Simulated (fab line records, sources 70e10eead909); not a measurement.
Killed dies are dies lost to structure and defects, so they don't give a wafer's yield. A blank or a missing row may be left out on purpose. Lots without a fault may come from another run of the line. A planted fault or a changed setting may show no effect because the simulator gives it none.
Which tool did it? | flow nand_harc | 11 lots, 33 wafers sampled, at 4 steps of a route of 1159

WHAT THE GAUGES READ, wafer by wafer
NHARC_A_SLIT_OVL_MEAS_10.
lot  | measured     | on         | overlay_x_nm (nm)          | overlay_y_nm (nm)
L598 | day 14 09:27 | overlay-01 | -0.6 -0.2 0.0              | -0.4 -0.8 -1.4
L599 | day 14 09:36 | overlay-02 | 1.3 0.8 0.3                | 0.6 0.6 0.9
L603 | day 15 16:59 | overlay-01 | 0.0 -0.3 0.1               | -0.6 -0.1 -0.4
L606 | day 16 08:46 | overlay-02 | -0.2 0.0 0.1               | -1.2 -1.5 -0.6
L608 | day 16 16:26 | overlay-01 | 0.3 0.0 0.4                | -2.2 -2.6 -2.6
L609 | day 17 04:46 | overlay-01 | -0.8 -0.4 -1.3             | -0.6 0.4 -0.8
L611 | day 17 06:05 | overlay-01 | 8.7 9.1 8.8 8.7 9.1 8.7    | -0.2 -0.6 0.1 -0.3 -0.8 -0.4
L617 | day 19 03:55 | overlay-01 | 10.3 9.5 9.9 9.7 10.4 10.5 | 1.0 0.7 0.9 0.8 1.3 1.1
L618 | day 19 04:05 | overlay-02 | -1.0 -1.3 -0.7             | -1.1 -0.7 -0.9
L621 | day 19 16:12 | overlay-01 | -1.9 -1.5 -1.2             | -1.1 -0.7 -1.1
L620 | day 19 17:09 | overlay-02 | 1.1 1.4 1.9                | 1.1 1.0 0.2

WHICH TOOL RAN EACH LOT (tool, then ch and the chambers of the sampled wafers, then the start)
lot  | NHARC_A_SGD_CUT_ETCHBACK_24        | NHARC_A_SLIT_DEP_23             | NHARC_A_SLIT_EXPOSE_06
L598 | rie_diel-04 ch 1,3, day 14 06:05   | pecvd-03 ch 0,1, day 14 08:44   | arfi_scanner-01 ch 0, day 14 09:13
L599 | rie_diel-03 ch 0,2,3, day 14 06:05 | pecvd-02 ch 1,2, day 14 08:41   | arfi_scanner-02 ch 0, day 14 09:23
L603 | rie_diel-03 ch 0,1, day 15 12:58   | pecvd-02 ch 0,1,2, day 15 16:13 | arfi_scanner-02 ch 0, day 15 16:45
L606 | rie_diel-03 ch 1,2, day 16 04:37   | pecvd-03 ch 0,1,2, day 16 08:00 | arfi_scanner-03 ch 0, day 16 08:32
L608 | rie_diel-04 ch 0,1,3, day 16 10:39 | pecvd-01 ch 0,2, day 16 15:47   | arfi_scanner-01 ch 0, day 16 16:12
L609 | rie_diel-03 ch 0,1,3, day 17 01:22 | pecvd-02 ch 0,1,2, day 17 04:07 | arfi_scanner-01 ch 0, day 17 04:32
L611 | rie_diel-04 ch 0,1,2, day 17 01:26 | pecvd-03 ch 0,2, day 17 05:28   | arfi_scanner-01 ch 0, day 17 05:51
L617 | rie_diel-07 ch 0,1,2, day 19 00:32 | pecvd-02 ch 0,2, day 19 03:11   | arfi_scanner-01 ch 0, day 19 03:41
L618 | rie_diel-03 ch 0,2, day 19 00:32   | pecvd-03 ch 1,2, day 19 03:19   | arfi_scanner-03 ch 0, day 19 03:50
L621 | rie_diel-03 ch 1,2, day 19 12:47   | pecvd-01 ch 0,1, day 19 15:33   | arfi_scanner-03 ch 0, day 19 15:58
L620 | rie_diel-04 ch 0,1, day 19 12:57   | pecvd-02 ch 1,2, day 19 16:34   | arfi_scanner-03 ch 0, day 19 16:56
- NHARC_A_SGD_CUT_ETCHBACK_24: etches the open film in CH3F/O2, target depth 50 nm, time 92.857 s.
- NHARC_A_SLIT_DEP_23: deposits SiON, target thk 100 nm.
- NHARC_A_SLIT_EXPOSE_06: exposes mask SLIT.

WHAT THE TOOLS THEMSELVES READ (means of the sampled wafers that have a number; where no wafer has one, the mark that the record gives instead)
NHARC_A_SGD_CUT_ETCHBACK_24.
lot  | tool        | drypump_motor_current_A (A) | oes_product_au (a.u.) | rf_vpp_V (V) | showerhead_plenum_p_Torr (Torr) | throttle_valve_pct (%)
L598 | rie_diel-04 | 5.9                         | 0.99                  | 245.1        | 2.48                            | 20.665
L599 | rie_diel-03 | 5.1                         | 1.00                  | 246.3        | 2.54                            | 20.655
L603 | rie_diel-03 | 5.5                         | 1.00                  | 244.0        | 2.43                            | 20.660
L606 | rie_diel-03 | 5.3                         | 1.00                  | 243.1        | 2.47                            | 20.671
L608 | rie_diel-04 | 5.8                         | 0.99                  | 243.5        | 2.46                            | 20.663
L609 | rie_diel-03 | 5.3                         | 1.01                  | 244.2        | 2.50                            | 20.665
L611 | rie_diel-04 | 5.7                         | 0.93                  | 243.8        | 2.43                            | 20.662
L617 | rie_diel-07 | 6.0                         | 1.00                  | 242.9        | 2.34                            | 20.669
L618 | rie_diel-03 | 5.1                         | 0.95                  | 244.9        | 2.52                            | 20.662
L621 | rie_diel-03 | 5.3                         | 0.97                  | 244.4        | 2.47                            | 20.665
L620 | rie_diel-04 | 5.8                         | 0.93                  | 244.3        | 2.44                            | 20.669

NHARC_A_SLIT_DEP_23.
lot  | tool     | heater_power_w (W)
L598 | pecvd-03 | 697
L599 | pecvd-02 | 811
L603 | pecvd-02 | 830
L606 | pecvd-03 | 759
L608 | pecvd-01 | 775
L609 | pecvd-02 | 829
L611 | pecvd-03 | 822
L617 | pecvd-02 | 845
L618 | pecvd-03 | 764
L621 | pecvd-01 | 680
L620 | pecvd-02 | 839

NHARC_A_SLIT_EXPOSE_06.
lot  | tool            | exposure_dose_mJ_cm2
L598 | arfi_scanner-01 | 60.70
L599 | arfi_scanner-02 | 60.74
L603 | arfi_scanner-02 | 60.85
L606 | arfi_scanner-03 | 60.87
L608 | arfi_scanner-01 | 60.74
L609 | arfi_scanner-01 | 60.79
L611 | arfi_scanner-01 | 60.76
L617 | arfi_scanner-01 | 60.69
L618 | arfi_scanner-03 | 60.84
L621 | arfi_scanner-03 | 60.79
L620 | arfi_scanner-03 | 60.77

THE ANSWER, worked out from the rows above alone
Rule: what is usual is taken from the lots themselves. Put in order of their means at a reading, lots are off if they are a third of the lots or fewer, leave a main group of 4 or more, and stand apart from it by a gap of 3 or more times the standard deviation of the main group's means; of several such gaps the widest counts. A main group whose means are all the same, to the digits that the tables above print for the reading, isn't used. A lot without any number at a reading at which 4 lots or more have one is off too. The other lots that the step has rows for count as sound. The gauges are gone through in route order, then the tools' own readings, and for those a lot's mean is taken as printed above. The first step at which some lot is off is used, and at that step the reading that is off furthest; a lot without a number counts as furthest.
Off: L611, L617, at NHARC_A_SLIT_OVL_MEAS_10 (overlay_x_nm). The main group: mean -0.1 nm, standard deviation 0.87.
A tool fits if, at a process step before that reading, it ran every lot that is off, and no sound lot after the first of them. The gauges at NHARC_A_SLIT_OVL_MEAS_10 are tried like those tools. One fits: arfi_scanner-01 at NHARC_A_SLIT_EXPOSE_06. Its last sound lot is L609 (day 17 04:32), its first lot that is off L611 (day 17 05:51): a fault that began between those two fits.

WHAT THE SIMULATOR HAD PUT IN
Scanner matching overlay: arfi_scanner-01, from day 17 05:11 on, at NHARC_A_SLIT_EXPOSE_06. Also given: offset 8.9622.
Lots struck among those shown: L611, L617. The rule above found the same.
